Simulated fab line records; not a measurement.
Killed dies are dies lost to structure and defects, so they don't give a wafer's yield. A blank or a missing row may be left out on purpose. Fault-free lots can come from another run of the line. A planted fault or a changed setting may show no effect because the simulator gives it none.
The tool behind it: which one? | flow nand harc | Sampling: 21 lots, 63 wafers, 6 of 1302 route steps

== WHAT THE GAUGES READ, wafer by wafer ==
NHARC_P_GATE_CD_MEAS_59: the cd target is 720 nm. Usual: 719.8 nm for cd nm, sd 1.9.
lot  | measured     | on        | cd nm (nm)        | flag
L074 | day 5 16:14  | cd sem-03 | 720.0 719.7 720.6 |
L075 | day 6 02:49  | cd sem-02 | 721.7 721.6 722.1 |
L076 | day 6 15:13  | cd sem-02 | 720.8 716.5 720.3 |
L077 | day 6 18:25  | cd sem-03 | 719.9 717.1 720.5 |
L078 | day 7 19:22  | cd sem-02 | 717.4 716.0 716.7 |
L079 | day 7 17:36  | cd sem-01 | 721.0 721.8 720.8 |
L081 | day 8 19:00  | cd sem-03 | 719.1 718.3 721.0 |
L082 | day 8 23:56  | cd sem-03 | 718.2 721.5 718.5 |
L083 | day 9 10:01  | cd sem-01 | 717.1 719.2 721.2 |
L085 | day 10 15:19 | cd sem-03 | 722.4 719.8 719.7 |
L086 | day 10 09:19 | cd sem-03 | 718.0 722.0 723.5 |
L087 | day 11 07:16 | cd sem-01 | 716.3 717.4 716.7 |
L088 | day 11 18:09 | cd sem-02 | 721.8 720.4 720.8 |
L089 | day 11 16:04 | cd sem-03 | 721.6 723.0 719.9 |
L090 | day 12 14:08 | cd sem-02 | 718.2 720.2 719.9 |
L091 | day 12 15:50 | cd sem-02 | 719.9 717.6 717.9 |
L092 | day 13 03:06 | cd sem-02 | 723.2 723.3 723.8 |
L093 | day 13 10:07 | cd sem-02 | 723.4 719.9 718.8 |
L095 | day 14 08:43 | cd sem-01 | 718.0 720.1 720.1 |
L096 | day 14 23:26 | cd sem-01 | 717.5 720.2 718.5 |
L097 | day 15 08:10 | cd sem-03 | 719.4 719.8 720.1 |

== TOOL THAT RAN EACH LOT (tool first, then ch and the chambers of the sampled wafers, then the start) ==
lot  | NHARC_P_ZERO_WELL_ETCH_63        | NHARC_P_GATE_DESCUM_31             | NHARC_P_GATE_ETCH_104              | NHARC_P_GATE_ETCH_114                         | NHARC_P_GATE_ETCHBACK_37
L074 | rie si-02 ch 0,2,3, day 1 22:01  | rie diel-09 ch 1,2, day 5 02:42    | rie diel-09 ch 0,1,3, day 5 02:47  | rie diel-09 ch 1,2,3, day 5 16:14 or earlier  | rie diel-09 ch 0,2,3, day 5 16:14 or earlier
L075 | rie si-04 ch 2,3, day 2 07:39    | rie diel-04 ch 0,1,2, day 5 13:07  | rie diel-04 ch 1,2, day 5 13:11    | rie diel-04 ch 0,1, day 6 02:49 or earlier    | rie diel-03 ch 1,2, day 6 02:49 or earlier
L076 | rie si-03 ch 1,2,3, day 2 17:31  | rie diel-03 ch 1,2,3, day 6 01:50  | rie diel-03 ch 0,1,2, day 6 01:55  | rie diel-03 ch 0,1,2, day 6 15:13 or earlier  | rie diel-03 ch 0,1,3, day 6 15:13 or earlier
L077 | rie si-04 ch 0,2, day 3 03:53    | rie diel-03 ch 0,2, day 6 04:50    | rie diel-03 ch 0,1, day 6 04:55    | rie diel-03 ch 1,2,3, day 6 18:25 or earlier  | rie diel-09 ch 0,1,3, day 6 18:25 or earlier
L078 | rie si-03 ch 0,1, day 3 14:32    | rie diel-04 ch 1,2,3, day 6 23:30  | rie diel-04 ch 2,3, day 6 23:35    | rie diel-04 ch 1,3, day 7 19:22 or earlier    | rie diel-09 ch 0,1, day 7 19:22 or earlier
L079 | rie si-04 ch 2,3, day 3 23:40    | rie diel-03 ch 0,3, day 7 03:58    | rie diel-03 ch 0,2,3, day 7 04:03  | rie diel-03 ch 0,1, day 7 17:36 or earlier    | rie diel-03 ch 2,3, day 7 17:36 or earlier
L081 | rie si-04 ch 0,2,3, day 4 19:39  | rie diel-09 ch 0,2,3, day 8 03:02  | rie diel-09 ch 0,1,2, day 8 03:08  | rie diel-09 ch 1,2,3, day 8 19:00 or earlier  | rie diel-03 ch 1,2,3, day 8 19:00 or earlier
L082 | rie si-03 ch 1,3, day 5 05:47    | rie diel-03 ch 1,2, day 8 10:23    | rie diel-03 ch 0,1,3, day 8 10:28  | rie diel-03 ch 0,1,3, day 8 23:56 or earlier  | rie diel-09 ch 0,1,3, day 8 23:56 or earlier
L083 | rie si-02 ch 0,1,2, day 5 15:50  | rie diel-04 ch 0,3, day 8 20:29    | rie diel-04 ch 0,1,2, day 8 20:35  | rie diel-04 ch 0,1, day 9 10:01 or earlier    | rie diel-03 ch 0,1, day 9 10:01 or earlier
L085 | rie si-03 ch 1,2,3, day 6 11:39  | rie diel-04 ch 2,3, day 9 19:29    | rie diel-04 ch 1,3, day 9 19:34    | rie diel-04 ch 0,2,3, day 10 15:19 or earlier | rie diel-04 ch 2,3, day 10 15:19 or earlier
L086 | rie si-02 ch 1,2,3, day 6 22:14  | rie diel-03 ch 2,3, day 9 19:55    | rie diel-03 ch 2,3, day 9 19:59    | rie diel-03 ch 0,1,3, day 10 09:19 or earlier | rie diel-04 ch 1,2,3, day 10 09:19 or earlier
L087 | rie si-04 ch 0,1,3, day 7 07:36  | rie diel-09 ch 0,2, day 10 15:38   | rie diel-09 ch 1,2,3, day 10 15:43 | rie diel-09 ch 0,2,3, day 11 07:16 or earlier | rie diel-03 ch 0,1,2, day 11 07:16 or earlier
L088 | rie si-04 ch 1,3, day 7 17:39    | rie diel-09 ch 2,3, day 11 04:20   | rie diel-09 ch 0,1,2, day 11 04:25 | rie diel-09 ch 1,2,3, day 11 18:09 or earlier | rie diel-09 ch 2,3, day 11 18:09 or earlier
L089 | rie si-03 ch 0,1,3, day 8 03:52  | rie diel-09 ch 0,1,2, day 11 02:40 | rie diel-09 ch 0,1, day 11 02:44   | rie diel-09 ch 0,1, day 11 16:04 or earlier   | rie diel-03 ch 2,3, day 11 16:04 or earlier
L090 | rie si-03 ch 0,3, day 8 13:39    | rie diel-04 ch 0,2, day 11 22:35   | rie diel-04 ch 0,1,2, day 11 22:41 | rie diel-04 ch 1,2, day 12 14:08 or earlier   | rie diel-03 ch 0,2, day 12 14:08 or earlier
L091 | rie si-03 ch 1,2,3, day 8 23:41  | rie diel-03 ch 0,1,2, day 12 02:23 | rie diel-03 ch 0,1, day 12 02:29   | rie diel-03 ch 0,1, day 12 15:50 or earlier   | rie diel-04 ch 0,2,3, day 12 15:50 or earlier
L092 | rie si-04 ch 1,2,3, day 9 09:41  | rie diel-03 ch 0,2, day 12 13:27   | rie diel-03 ch 0,1,2, day 12 13:32 | rie diel-03 ch 1,3, day 13 03:06 or earlier   | rie diel-04 ch 0,2,3, day 13 03:06 or earlier
L093 | rie si-02 ch 0,3, day 9 20:10    | rie diel-04 ch 1,3, day 12 20:06   | rie diel-04 ch 2,3, day 12 20:11   | rie diel-04 ch 0,1,3, day 13 10:07 or earlier | rie diel-04 ch 1,3, day 13 10:07 or earlier
L095 | rie si-03 ch 0,1,2, day 10 15:46 | rie diel-04 ch 0,1,2, day 13 19:11 | rie diel-04 ch 0,2, day 13 19:16   | rie diel-04 ch 2,3, day 14 08:43 or earlier   | rie diel-04 ch 0,3, day 14 08:43 or earlier
L096 | rie si-03 ch 0,2,3, day 11 01:36 | rie diel-09 ch 0,1,2, day 14 03:35 | rie diel-09 ch 1,2, day 14 03:39   | rie diel-09 ch 0,1, day 14 23:26 or earlier   | rie diel-09 ch 1,2, day 14 23:26 or earlier
L097 | rie si-04 ch 0,1,3, day 11 11:44 | rie diel-03 ch 1,2,3, day 14 18:38 | rie diel-03 ch 1,2, day 14 18:43   | rie diel-03 ch 1,2, day 15 08:10 or earlier   | rie diel-04 ch 1,2, day 15 08:10 or earlier
- NHARC_P_ZERO_WELL_ETCH_63: etches the open film in HBr/Cl2, target depth 120 nm, time 40.1 s.
- NHARC_P_GATE_DESCUM_31: chemistry O2, time 3 s.
- NHARC_P_GATE_ETCH_104: etches the open film in CF4/CHF3, target depth 60 nm.
- NHARC_P_GATE_ETCH_114: etches the open film in CF4/O2, target depth 30 nm, overetch 3 nm, time 16.5 s.
- NHARC_P_GATE_ETCHBACK_37: etches the open film in CHF3/O2, target depth 34.5 nm, time 17.2 s.

== WHAT THE TOOLS THEMSELVES READ (means of the sampled wafers that have a number; where no wafer has one, the mark that the record gives instead) ==
NHARC_P_ZERO_WELL_ETCH_63. Usual: drypump motor current A 5.7 A, standard deviation 0.47; oes product au 1.001 a.u., standard deviation 0.0083; throttle valve pct 26.406 %, standard deviation 0.0087.
lot  | tool      | drypump motor current A (A) | oes product au (a.u.) | throttle valve pct (%) | flag
L074 | rie si-02 | 6.0                         | 1.016                 | 26.399                 |
L075 | rie si-04 | 6.1                         | 0.992                 | 26.404                 |
L076 | rie si-03 | 5.7                         | 1.002                 | 26.412                 |
L077 | rie si-04 | 5.2                         | 1.003                 | 26.406                 |
L078 | rie si-03 | 5.9                         | 0.997                 | 26.401                 |
L079 | rie si-04 | 5.6                         | 1.008                 | 26.411                 |
L081 | rie si-04 | 5.7                         | 1.005                 | 26.408                 |
L082 | rie si-03 | 5.7                         | 0.994                 | 26.406                 |
L083 | rie si-02 | 6.3                         | 0.998                 | 26.402                 |
L085 | rie si-03 | 5.8                         | 0.999                 | 26.406                 |
L086 | rie si-02 | 6.1                         | 0.994                 | 26.412                 |
L087 | rie si-04 | 5.6                         | 1.011                 | 26.401                 |
L088 | rie si-04 | 5.6                         | 1.010                 | 26.404                 |
L089 | rie si-03 | 5.8                         | 0.999                 | 26.411                 |
L090 | rie si-03 | 5.7                         | 0.991                 | 26.410                 |
L091 | rie si-03 | 5.8                         | 0.993                 | 26.406                 |
L092 | rie si-04 | 5.6                         | 1.002                 | 26.399                 |
L093 | rie si-02 | 5.6                         | 0.989                 | 26.410                 |
L095 | rie si-03 | 5.8                         | 1.001                 | 26.411                 |
L096 | rie si-03 | 5.7                         | 0.998                 | 26.399                 |
L097 | rie si-04 | 5.6                         | 1.004                 | 26.411                 |

NHARC_P_GATE_DESCUM_31. Usual: drypump motor current A 5.6 A, standard deviation 0.38; mfc ar sccm 0.015 sccm, standard deviation 0.017; oes product au 0.994 a.u., standard deviation 0.009; rf vpp V 57.8 V, standard deviation 0.93; showerhead plenum p Torr 1.88 Torr, standard deviation 0.072; throttle valve pct 11.312 %, standard deviation 0.009.
lot  | tool        | drypump motor current A (A) | mfc ar sccm (sccm) | oes product au (a.u.) | rf vpp V (V) | showerhead plenum p Torr (Torr) | throttle valve pct (%) | flag
L074 | rie diel-09 | 4.9                         | 0.020              | 1.005                 | 57.9         | 1.82                            | 11.314                 |
L075 | rie diel-04 | 5.5                         | 0.008              | 0.991                 | 56.6         | 1.88                            | 11.319                 |
L076 | rie diel-03 | 6.0                         | 0.027              | 0.991                 | 58.4         | 1.89                            | 11.305                 |
L077 | rie diel-03 | 5.6                         | 0.011              | 0.991                 | 58.9         | 1.95                            | 11.304                 |
L078 | rie diel-04 | 5.5                         | 0.001              | 0.989                 | 57.4         | 1.83                            | 11.312                 |
L079 | rie diel-03 | 5.9                         | 0.007              | 0.997                 | 57.8         | 1.86                            | 11.313                 |
L081 | rie diel-09 | 5.5                         | 0.025              | 0.995                 | 57.9         | 1.89                            | 11.309                 |
L082 | rie diel-03 | 6.0                         | 0.034              | 0.994                 | 58.1         | 1.93                            | 11.316                 |
L083 | rie diel-04 | 5.5                         | 0.007              | 0.989                 | 58.0         | 1.90                            | 11.307                 |
L085 | rie diel-04 | 5.4                         | 0.001              | 0.991                 | 57.2         | 1.83                            | 11.314                 |
L086 | rie diel-03 | 6.1                         | 0.018              | 0.998                 | 58.3         | 1.86                            | 11.315                 |
L087 | rie diel-09 | 5.3                         | 0.035              | 0.993                 | 57.9         | 1.87                            | 11.309                 |
L088 | rie diel-09 | 5.3                         | 0.020              | 1.004                 | 57.3         | 1.84                            | 11.324                 |
L089 | rie diel-09 | 5.2                         | 0.025              | 1.001                 | 57.8         | 1.87                            | 11.316                 |
L090 | rie diel-04 | 5.6                         | 0.016              | 1.015                 | 57.9         | 1.95                            | 11.305                 |
L091 | rie diel-03 | 5.9                         | 0.024              | 0.989                 | 57.9         | 1.94                            | 11.305                 |
L092 | rie diel-03 | 5.6                         | 0.011              | 0.996                 | 57.1         | 1.95                            | 11.308                 |
L093 | rie diel-04 | 5.5                         | 0.000              | 0.991                 | 57.9         | 1.83                            | 11.317                 |
L095 | rie diel-04 | 5.6                         | 0.008              | 1.000                 | 57.5         | 1.88                            | 11.315                 |
L096 | rie diel-09 | 5.2                         | 0.025              | 0.991                 | 57.0         | 1.87                            | 11.317                 |
L097 | rie diel-03 | 6.1                         | 0.027              | 0.994                 | 57.1         | 1.89                            | 11.316                 |

NHARC_P_GATE_ETCH_104. Usual: drypump motor current A 5.6 A, standard deviation 0.38; mfc ar sccm 0.016 sccm, standard deviation 0.017; oes product au 0.940 a.u., standard deviation 0.023; rf vpp V 369.8 V, standard deviation 2; showerhead plenum p Torr 1.55 Torr, standard deviation 0.056; throttle valve pct 16.802 %, standard deviation 0.0099.
lot  | tool        | drypump motor current A (A) | mfc ar sccm (sccm) | oes product au (a.u.) | rf vpp V (V) | showerhead plenum p Torr (Torr) | throttle valve pct (%) | flag
L074 | rie diel-09 | 5.5                         | 0.015              | 0.935                 | 370.0        | 1.55                            | 16.795                 |
L075 | rie diel-04 | 5.4                         | 0.002              | 0.914                 | 369.3        | 1.50                            | 16.810                 |
L076 | rie diel-03 | 5.8                         | 0.024              | 0.960                 | 371.1        | 1.59                            | 16.795                 |
L077 | rie diel-03 | 5.9                         | 0.026              | 0.950                 | 371.1        | 1.59                            | 16.802                 |
L078 | rie diel-04 | 5.4                         | 0.001              | 0.978                 | 368.5        | 1.51                            | 16.805                 |
L079 | rie diel-03 | 5.8                         | 0.014              | 0.952                 | 370.2        | 1.57                            | 16.804                 |
L081 | rie diel-09 | 5.2                         | 0.025              | 0.916                 | 369.3        | 1.54                            | 16.808                 |
L082 | rie diel-03 | 5.9                         | 0.017              | 0.925                 | 370.4        | 1.56                            | 16.807                 |
L083 | rie diel-04 | 5.6                         | 0.008              | 0.962                 | 369.9        | 1.55                            | 16.802                 |
L085 | rie diel-04 | 5.5                         | 0.000              | 0.911                 | 368.6        | 1.51                            | 16.791                 |
L086 | rie diel-03 | 6.0                         | 0.025              | 0.931                 | 369.5        | 1.57                            | 16.806                 |
L087 | rie diel-09 | 5.2                         | 0.010              | 0.918                 | 369.0        | 1.51                            | 16.802                 |
L088 | rie diel-09 | 5.2                         | 0.025              | 0.920                 | 369.2        | 1.54                            | 16.805                 |
L089 | rie diel-09 | 5.5                         | 0.030              | 0.914                 | 371.0        | 1.58                            | 16.805                 |
L090 | rie diel-04 | 5.6                         | 0.008              | 0.929                 | 370.0        | 1.55                            | 16.802                 |
L091 | rie diel-03 | 5.6                         | 0.013              | 0.938                 | 370.8        | 1.59                            | 16.807                 |
L092 | rie diel-03 | 5.8                         | 0.024              | 0.915                 | 371.2        | 1.59                            | 16.807                 |
L093 | rie diel-04 | 5.3                         | 0.002              | 0.969                 | 368.1        | 1.50                            | 16.804                 |
L095 | rie diel-04 | 5.5                         | 0.009              | 0.968                 | 370.0        | 1.55                            | 16.804                 |
L096 | rie diel-09 | 4.9                         | 0.020              | 0.968                 | 368.6        | 1.50                            | 16.817                 |
L097 | rie diel-03 | 6.0                         | 0.037              | 0.961                 | 371.3        | 1.58                            | 16.796                 |

NHARC_P_GATE_ETCH_114. Usual: drypump motor current A 5.6 A, standard deviation 0.37; mfc ar sccm 0.016 sccm, standard deviation 0.017; oes product au 0.995 a.u., standard deviation 0.0083; rf vpp V 197.4 V, standard deviation 1.3; showerhead plenum p Torr 1.32 Torr, standard deviation 0.049; throttle valve pct 13.397 %, standard deviation 0.0096.
lot  | tool        | drypump motor current A (A) | mfc ar sccm (sccm) | oes product au (a.u.) | rf vpp V (V) | showerhead plenum p Torr (Torr) | throttle valve pct (%) | flag
L074 | rie diel-09 | 5.2                         | 0.010              | 1.003                 | 196.0        | 1.28                            | 13.398                 |
L075 | rie diel-04 | 5.7                         | 0.015              | 0.999                 | 198.8        | 1.36                            | 13.391                 |
L076 | rie diel-03 | 5.8                         | 0.024              | 0.990                 | 198.1        | 1.35                            | 13.388                 |
L077 | rie diel-03 | 6.1                         | 0.027              | 0.997                 | 196.7        | 1.32                            | 13.397                 |
L078 | rie diel-04 | 5.5                         | 0.000              | 0.990                 | 196.6        | 1.28                            | 13.396                 |
L079 | rie diel-03 | 5.9                         | 0.026              | 0.998                 | 198.1        | 1.35                            | 13.395                 |
L081 | rie diel-09 | 5.2                         | 0.010              | 0.994                 | 196.6        | 1.28                            | 13.406                 |
L082 | rie diel-03 | 5.9                         | 0.017              | 0.997                 | 197.6        | 1.32                            | 13.390                 |
L083 | rie diel-04 | 5.6                         | 0.007              | 0.994                 | 197.8        | 1.31                            | 13.392                 |
L085 | rie diel-04 | 5.5                         | 0.008              | 0.992                 | 197.5        | 1.32                            | 13.401                 |
L086 | rie diel-03 | 5.8                         | 0.017              | 0.992                 | 197.3        | 1.32                            | 13.386                 |
L087 | rie diel-09 | 5.6                         | 0.025              | 0.994                 | 197.1        | 1.32                            | 13.395                 |
L088 | rie diel-09 | 5.2                         | 0.010              | 0.996                 | 196.5        | 1.28                            | 13.409                 |
L089 | rie diel-09 | 5.5                         | 0.030              | 0.989                 | 198.0        | 1.34                            | 13.399                 |
L090 | rie diel-04 | 5.5                         | 0.001              | 0.991                 | 196.3        | 1.27                            | 13.396                 |
L091 | rie diel-03 | 5.6                         | 0.013              | 0.990                 | 198.5        | 1.35                            | 13.398                 |
L092 | rie diel-03 | 6.1                         | 0.020              | 0.984                 | 196.9        | 1.29                            | 13.394                 |
L093 | rie diel-04 | 5.6                         | 0.007              | 0.995                 | 197.5        | 1.32                            | 13.399                 |
L095 | rie diel-04 | 5.4                         | 0.001              | 0.991                 | 196.7        | 1.28                            | 13.397                 |
L096 | rie diel-09 | 5.1                         | 0.015              | 0.990                 | 197.0        | 1.30                            | 13.389                 |
L097 | rie diel-03 | 6.0                         | 0.037              | 0.995                 | 198.5        | 1.34                            | 13.402                 |

NHARC_P_GATE_ETCHBACK_37. Usual: drypump motor current A 5.6 A, standard deviation 0.38; mfc ar sccm 200.0 sccm, standard deviation 0.58; oes product au 0.95 a.u., standard deviation 0.033; rf vpp V 369.9 V, standard deviation 1.9; showerhead plenum p Torr 2.37 Torr, standard deviation 0.082; throttle valve pct 20.574 %, standard deviation 0.0095.
lot  | tool        | drypump motor current A (A) | mfc ar sccm (sccm) | oes product au (a.u.) | rf vpp V (V) | showerhead plenum p Torr (Torr) | throttle valve pct (%) | flag
L074 | rie diel-09 | 5.5                         | 199.9              | 0.94                  | 370.2        | 2.38                            | 20.566                 |
L075 | rie diel-03 | 6.0                         | 200.4              | 0.99                  | 371.5        | 2.43                            | 20.578                 |
L076 | rie diel-03 | 5.9                         | 200.1              | 0.94                  | 370.3        | 2.39                            | 20.560                 |
L077 | rie diel-09 | 5.5                         | 200.3              | 0.92                  | 369.7        | 2.37                            | 20.583                 |
L078 | rie diel-09 | 5.2                         | 200.1              | 0.99                  | 370.1        | 2.35                            | 20.572                 |
L079 | rie diel-03 | 6.0                         | 200.1              | 0.94                  | 369.5        | 2.34                            | 20.577                 |
L081 | rie diel-03 | 6.1                         | 199.8              | 0.99                  | 370.6        | 2.38                            | 20.573                 |
L082 | rie diel-09 | 5.4                         | 200.0              | 0.91                  | 370.1        | 2.37                            | 20.571                 |
L083 | rie diel-03 | 5.9                         | 199.6              | 0.99                  | 371.7        | 2.42                            | 20.577                 |
L085 | rie diel-04 | 5.4                         | 200.3              | 0.92                  | 368.0        | 2.30                            | 20.567                 |
L086 | rie diel-04 | 5.4                         | 200.3              | 0.99                  | 369.0        | 2.29                            | 20.569                 |
L087 | rie diel-03 | 5.8                         | 200.0              | 0.96                  | 371.5        | 2.43                            | 20.568                 |
L088 | rie diel-09 | 5.5                         | 200.2              | 0.93                  | 369.8        | 2.33                            | 20.569                 |
L089 | rie diel-03 | 6.0                         | 200.2              | 0.99                  | 369.0        | 2.38                            | 20.565                 |
L090 | rie diel-03 | 5.6                         | 200.1              | 0.99                  | 371.8        | 2.44                            | 20.574                 |
L091 | rie diel-04 | 5.5                         | 200.4              | 0.93                  | 370.5        | 2.37                            | 20.577                 |
L092 | rie diel-04 | 5.5                         | 200.0              | 0.92                  | 370.3        | 2.37                            | 20.572                 |
L093 | rie diel-04 | 5.5                         | 200.1              | 0.92                  | 368.3        | 2.30                            | 20.564                 |
L095 | rie diel-04 | 5.6                         | 199.9              | 0.93                  | 369.9        | 2.38                            | 20.576                 |
L096 | rie diel-09 | 4.9                         | 200.6              | 1.01                  | 368.2        | 2.28                            | 20.578                 |
L097 | rie diel-04 | 5.4                         | 199.7              | 0.92                  | 369.5        | 2.29                            | 20.581                 |

== THE ANSWER, worked out from the rows above alone ==
Rule: lot off if the mean of its wafers having a number is beyond 3 standard deviations from the usual mean. A lot without any number at a reading at which 4 lots or more have one is off too. Any other lot the step has rows for is counted as sound. First the gauges in route order, then the tools' own readings, where a lot's mean is used as printed above. At the first step where some lot is off, the reading lying furthest off is the one used; lots without a number count as furthest.
No lot is off at any reading shown: from this, nothing can be told.

== WHAT THE SIMULATOR PUT IN ==
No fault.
